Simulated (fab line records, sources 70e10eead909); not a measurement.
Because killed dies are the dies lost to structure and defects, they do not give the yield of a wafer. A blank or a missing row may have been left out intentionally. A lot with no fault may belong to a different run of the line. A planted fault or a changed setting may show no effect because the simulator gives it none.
Chamber matching :: flow nand_harc :: NHARC_P_GATE_DESCUM_48 on rie_diel-05: 4 sister chambers
The step chemistry O2, time 3 s. 14 wafers are shown with their chamber, then 7 later ones without.

## WAFERS PAIRED WITH THEIR CHAMBERS
wafer: L079.2
chamber: 3
drypump_motor_current_A (A): 6.3
oes_product_au (a.u.): 1.014
rf_vpp_V (V): 58.3

wafer: L079.4
chamber: 3
drypump_motor_current_A (A): 6.3
oes_product_au (a.u.): 1.022
rf_vpp_V (V): 57.9

wafer: L079.5
chamber: 0
drypump_motor_current_A (A): 5.1
oes_product_au (a.u.): 1.012
rf_vpp_V (V): 57.3

wafer: L082.3
chamber: 3
drypump_motor_current_A (A): 6.3
oes_product_au (a.u.): 1.005
rf_vpp_V (V): 58.8

wafer: L082.4
chamber: 3
drypump_motor_current_A (A): 6.3
oes_product_au (a.u.): 1.002
rf_vpp_V (V): 59.0

wafer: L082.5
chamber: 1
drypump_motor_current_A (A): 6.3
oes_product_au (a.u.): 1.023
rf_vpp_V (V): 56.9

wafer: L091.2
chamber: 3
drypump_motor_current_A (A): 6.3
oes_product_au (a.u.): 1.033
rf_vpp_V (V): 58.2

wafer: L091.3
chamber: 0
drypump_motor_current_A (A): 5.1
oes_product_au (a.u.): 0.992
rf_vpp_V (V): 57.0

wafer: L091.4
chamber: 1
drypump_motor_current_A (A): 6.3
oes_product_au (a.u.): 1.035
rf_vpp_V (V): 58.5

wafer: L093.1
chamber: 1
drypump_motor_current_A (A): 6.3
oes_product_au (a.u.): 1.018
rf_vpp_V (V): 57.9

wafer: L093.2
chamber: 3
drypump_motor_current_A (A): 6.2
oes_product_au (a.u.): 1.017
rf_vpp_V (V): 58.3

wafer: L093.5
chamber: 2
drypump_motor_current_A (A): 6.3
oes_product_au (a.u.): 0.996
rf_vpp_V (V): 58.0

wafer: L094.1
chamber: 3
drypump_motor_current_A (A): 6.3
oes_product_au (a.u.): 1.014
rf_vpp_V (V): 58.0

wafer: L094.2
chamber: 1
drypump_motor_current_A (A): 6.3
oes_product_au (a.u.): 1.032
rf_vpp_V (V): 57.2

SIGNATURES, as means of the wafers listed above
reading: drypump_motor_current_A
chamber 0: 5.100
chamber 1: 6.300
chamber 2: 6.300
chamber 3: 6.286
scatter within a chamber: 0.0293

reading: oes_product_au
chamber 0: 1.00200
chamber 1: 1.02700
chamber 2: 0.99600
chamber 3: 1.01529
scatter within a chamber: 0.0102

reading: rf_vpp_V
chamber 0: 57.150
chamber 1: 57.625
chamber 2: 58.000
chamber 3: 58.357
scatter within a chamber: 0.507
Rule: for a wafer and a chamber, the distance is found by dividing, reading by reading, the gap between the wafer's reading and the chamber's mean by the reading's scatter, squaring, summing and taking the root. The wafer belongs to the nearest chamber; if the next one is less than 2 further off, it can't be placed. How the scatter is found: for the shown wafers, subtract from each reading the mean of its chamber, square and add these, divide the total by (wafers less chambers), then take the root.

## WAFERS WHOSE CHAMBER IS MISSING
wafer: L094.3
drypump_motor_current_A (A): 6.3
oes_product_au (a.u.): 1.017
rf_vpp_V (V): 57.6

wafer: L096.1
drypump_motor_current_A (A): 6.3
oes_product_au (a.u.): 1.007
rf_vpp_V (V): 58.9

wafer: L096.4
drypump_motor_current_A (A): 5.1
oes_product_au (a.u.): 0.991
rf_vpp_V (V): 59.4

wafer: L096.6
drypump_motor_current_A (A): 6.3
oes_product_au (a.u.): 1.013
rf_vpp_V (V): 58.9

wafer: L097.1
drypump_motor_current_A (A): 6.3
oes_product_au (a.u.): 1.013
rf_vpp_V (V): 55.9

wafer: L097.3
drypump_motor_current_A (A): 6.3
oes_product_au (a.u.): 1.028
rf_vpp_V (V): 56.9

wafer: L097.5
drypump_motor_current_A (A): 6.3
oes_product_au (a.u.): 1.022
rf_vpp_V (V): 58.5

## WHICH CHAMBER EACH ONE RAN IN
wafer: L094.3
from the rows above: can't be placed: 1 or 3 or 2
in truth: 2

wafer: L096.1
from the rows above: can't be placed: 3 or 2 or 1
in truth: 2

wafer: L096.4
from the rows above: 0
in truth: 0

wafer: L096.6
from the rows above: can't be placed: 3 or 2 or 1
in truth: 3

wafer: L097.1
from the rows above: can't be placed: 1 or 2 or 3
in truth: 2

wafer: L097.3
from the rows above: can't be placed: 1 or 3
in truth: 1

wafer: L097.5
from the rows above: can't be placed: 3 or 1 or 2
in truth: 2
Correctly placed: 1 of 7. Not placeable from these rows: 6 (in 6, the candidates include the true chamber). Placed wrongly: 0.
